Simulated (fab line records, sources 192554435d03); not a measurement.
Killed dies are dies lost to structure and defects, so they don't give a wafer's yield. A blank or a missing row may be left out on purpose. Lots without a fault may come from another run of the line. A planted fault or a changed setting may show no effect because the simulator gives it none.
Which tool did it? | flow n5_finfet | 12 lots, 34 wafers sampled, at 3 steps of a route of 1938

WHAT THE GAUGES READ, wafer by wafer
N5_BEOL_M11_RS_MEAS_57: measures by four-point-probe.
lot  | measured     | on            | M11_RS (ohm/sq)
L186 | day 10 16:02 | film_metro-02 | 0.146 0.155 0.150
L189 | day 11 10:35 | film_metro-02 | 0.154 0.150 0.148
L188 | day 11 12:40 | film_metro-01 | 0.152 0.158 0.153
L192 | day 12 11:20 | film_metro-01 | 0.157 0.151 0.155
L194 | day 12 21:36 | film_metro-01 | 0.145 0.160 0.155
L195 | day 13 13:40 | film_metro-02 | 0.154 0.153 0.154
L200 | day 14 10:49 | film_metro-02 | 0.151 0.154 0.149
L198 | day 14 13:43 | film_metro-01 | 0.154 0.151 0.152
L202 | day 14 18:32 | film_metro-01 | 0.155 0.158 0.148
L204 | day 14 19:35 | film_metro-01 | 0.154 0.154
L203 | day 15 05:41 | film_metro-02 | 0.151 0.149 0.147
L205 | day 15 13:18 | film_metro-01 | 0.149 0.148

WHICH TOOL RAN EACH LOT (tool, then ch and the chambers of the sampled wafers, then the start)
lot  | N5_BEOL_M11_DEGAS_44         | N5_BEOL_M11_PRE_CLEAN_45
L186 | pvd_sputter-01, day 10 14:08 | pvd_sputter-01, day 10 14:11
L189 | pvd_sputter-03, day 11 08:13 | pvd_sputter-03, day 11 08:15
L188 | pvd_sputter-03, day 11 10:57 | pvd_sputter-03, day 11 10:59
L192 | pvd_sputter-01, day 12 09:12 | pvd_sputter-01, day 12 09:14
L194 | pvd_sputter-02, day 12 19:43 | pvd_sputter-02, day 12 19:45
L195 | pvd_sputter-02, day 13 11:50 | pvd_sputter-02, day 13 11:53
L200 | pvd_sputter-01, day 14 08:22 | pvd_sputter-01, day 14 08:25
L198 | pvd_sputter-03, day 14 12:07 | pvd_sputter-03, day 14 12:10
L202 | pvd_sputter-01, day 14 16:56 | pvd_sputter-01, day 14 16:58
L204 | pvd_sputter-01, day 14 17:37 | pvd_sputter-01, day 14 17:39
L203 | pvd_sputter-03, day 15 03:16 | pvd_sputter-03, day 15 03:19
L205 | pvd_sputter-03, day 15 11:29 | pvd_sputter-03, day 15 11:32
- N5_BEOL_M11_DEGAS_44: time 60 s.
- N5_BEOL_M11_PRE_CLEAN_45: time 30 s.

WHAT THE TOOLS THEMSELVES READ (means of the sampled wafers that have a number; where no wafer has one, the mark that the record gives instead)
N5_BEOL_M11_DEGAS_44.
lot  | tool           | heater_power_w (W)
L186 | pvd_sputter-01 | 347
L189 | pvd_sputter-03 | 293
L188 | pvd_sputter-03 | 302
L192 | pvd_sputter-01 | 345
L194 | pvd_sputter-02 | 310
L195 | pvd_sputter-02 | 329
L200 | pvd_sputter-01 | 351
L198 | pvd_sputter-03 | 284
L202 | pvd_sputter-01 | 352
L204 | pvd_sputter-01 | 350
L203 | pvd_sputter-03 | 299
L205 | pvd_sputter-03 | 290

N5_BEOL_M11_PRE_CLEAN_45.
lot  | tool           | heater_power_w (W)
L186 | pvd_sputter-01 | 347
L189 | pvd_sputter-03 | 295
L188 | pvd_sputter-03 | 302
L192 | pvd_sputter-01 | 349
L194 | pvd_sputter-02 | 309
L195 | pvd_sputter-02 | 323
L200 | pvd_sputter-01 | 345
L198 | pvd_sputter-03 | 281
L202 | pvd_sputter-01 | 353
L204 | pvd_sputter-01 | 344
L203 | pvd_sputter-03 | 298
L205 | pvd_sputter-03 | 286

THE ANSWER, worked out from the rows above alone
Rule: what is usual is taken from the lots themselves. Put in order of their means at a reading, lots are off if they are a third of the lots or fewer, leave a main group of 4 or more, and stand apart from it by a gap of 3 or more times the standard deviation of the main group's means; of several such gaps the widest counts. A main group whose means are all the same, to the digits that the tables above print for the reading, isn't used. A lot without any number at a reading at which 4 lots or more have one is off too. The other lots that the step has rows for count as sound. The gauges are gone through in route order, then the tools' own readings, and for those a lot's mean is taken as printed above. The first step at which some lot is off is used, and at that step the reading that is off furthest; a lot without a number counts as furthest.
No lot is off at any reading shown: from this, nothing can be told.

WHAT THE SIMULATOR HAD PUT IN
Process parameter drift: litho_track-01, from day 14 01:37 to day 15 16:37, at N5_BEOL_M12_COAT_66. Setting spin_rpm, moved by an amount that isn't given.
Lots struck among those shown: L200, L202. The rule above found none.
